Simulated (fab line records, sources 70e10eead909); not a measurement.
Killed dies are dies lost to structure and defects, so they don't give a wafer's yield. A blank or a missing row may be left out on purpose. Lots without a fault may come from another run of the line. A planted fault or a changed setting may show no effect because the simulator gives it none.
Chamber matching | flow nand_harc | NHARC_A_SLIT_DEP_23 on pecvd-04: 3 sister chambers
The step deposits SiON, target thk 100 nm. 6 wafers are shown with their chamber, then 10 later ones without.

WAFERS WITH THEIR CHAMBER
wafer  | chamber | rf_fwd_power_W (W) | heater_power_w (W)
L085.1 | 2       | 348.1              | 858
L085.4 | 1       | 349.5              | 805
L089.2 | 1       | 349.0              | 755
L089.6 | 0       | 345.9              | 694
L088.1 | 0       | 347.5              | 766
L088.3 | 2       | 348.6              | 857

WAFERS WITHOUT THEIR CHAMBER
wafer  | rf_fwd_power_W (W) | heater_power_w (W)
L088.5 | 348.3              | 770
L091.2 | 346.0              | 811
L091.3 | 348.7              | 835
L091.4 | 347.8              | 710
L094.1 | 348.5              | 798
L094.2 | 347.5              | 686
L094.3 | 348.5              | 765
L097.2 | 348.2              | 806
L097.3 | 348.4              | 824
L097.6 | 349.0              | 799

WHICH CHAMBER EACH WENT THROUGH
wafer  | from the rows above          | in truth
L088.5 | can't be placed: 1 or 2 or 0 | 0
L091.2 | can't be placed: 0 or 2      | 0
L091.3 | can't be placed: 2 or 1      | 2
L091.4 | can't be placed: 0 or 1      | 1
L094.1 | can't be placed: 1 or 2 or 0 | 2
L094.2 | can't be placed: 0 or 1      | 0
L094.3 | can't be placed: 1 or 2 or 0 | 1
L097.2 | can't be placed: 2 or 1 or 0 | 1
L097.3 | can't be placed: 2 or 1      | 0
L097.6 | can't be placed: 1 or 2      | 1
Placed correctly: 0 of 10. Can't be placed from these rows: 10 (the true chamber is among the candidates in 9). Placed wrongly: 0.
How it was worked out, from the rows above alone: a wafer's distance from a chamber is the root of the sum, over the readings, of the square of ((its reading less the chamber's mean) divided by the reading's scatter). The wafer belongs to the nearest chamber; if the next one is less than 2 further off, it can't be placed. A chamber's mean is the mean of its shown wafers. The scatter: the root of (the sum of the squares of (reading less its chamber's mean) over the shown wafers, divided by (wafers less chambers)).
